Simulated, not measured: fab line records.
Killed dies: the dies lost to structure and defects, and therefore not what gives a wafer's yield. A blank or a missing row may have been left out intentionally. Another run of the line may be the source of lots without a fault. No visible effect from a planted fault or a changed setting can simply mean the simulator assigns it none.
The same fault as seen by 2 desks + flow n5 finfet + what lay behind the numbers comes last; until then each desk has only its own

== THE TOOL OWNER'S DESK: pvd sputter-03 ==
At N5_BEOL_M11_DEGAS_44 (time 60 s), the tool's own readings, given per lot that ran on this tool as the mean of the sampled wafers with a number. Marked OUT: a lot whose mean sits more than 4 standard deviations from the usual mean, which makes it out of limits; the brackets give that distance.
Columns: A = heater power w at N5_BEOL_M11_DEGAS_44, usual 332 W; B = susceptor temp C at N5_BEOL_M11_DEGAS_44, usual 249.99 C
| lot  | first seen here | A   | B                |
|------|-----------------|-----|------------------|
| L627 | day 11 21:56    | 329 | 249.90           |
| L629 | day 12 00:22    | 342 | 247.11 (-16) OUT |
| L634 | day 13 10:06    | 320 | 247.37 (-15) OUT |
| L641 | day 16 09:43    | 318 | 249.78           |
| L644 | day 16 16:11    | 295 | 250.08           |
| L645 | day 17 15:28    | 323 | 250.00           |
This desk finds L629, L634 out of limits, L629 being first, at day 12 00:22 (susceptor temp C at N5_BEOL_M11_DEGAS_44). L627, L641, L644, L645 stayed within limits.

== THE METROLOGY DESK ==
What the gauges read, lot by lot, whatever tool the lot ran on: means of the sampled wafers that have a number. Marked OUT: a lot whose mean sits more than 4 standard deviations from the usual mean, which makes it out of limits; the brackets give that distance.
Columns: A = M12_ILD_THK at N5_BEOL_M12_THK_MEAS_01, usual 658 nm
| lot  | first seen here | A   |
|------|-----------------|-----|
| L626 | day 11 09:20    | 660 |
| L627 | day 12 00:35    | 665 |
| L629 | day 12 02:10    | 669 |
| L634 | day 13 12:09    | 659 |
| L637 | day 14 06:17    | 657 |
| L638 | day 14 23:02    | 663 |
| L636 | day 15 00:10    | 653 |
| L641 | day 16 11:36    | 656 |
| L642 | day 16 16:20    | 658 |
| L644 | day 16 21:29    | 652 |
| L645 | day 17 19:10    | 651 |
| L646 | day 17 19:58    | 652 |
This desk's verdict: no lot among the 12 shows anything out of limits.

== PUT TOGETHER ==
At day 12 00:22, on L629, L634, the tool owner's desk was in a position to raise an alarm.
From the metrology desk's view, nothing was out of limits.
The metrology desk holds a record of L629, L634, inside its limits.
The lots listed all ran N5_BEOL_M11_DEGAS_44 on pvd sputter-03.

== WHAT THE SIMULATOR HAD INSERTED ==
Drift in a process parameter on pvd sputter-03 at N5_BEOL_M11_DEGAS_44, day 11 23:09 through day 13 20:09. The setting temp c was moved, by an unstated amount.
Shown lots that were struck: L629, L634.
Hours from the fault's start to each desk's first reading out of limits: the tool owner's desk, 1.
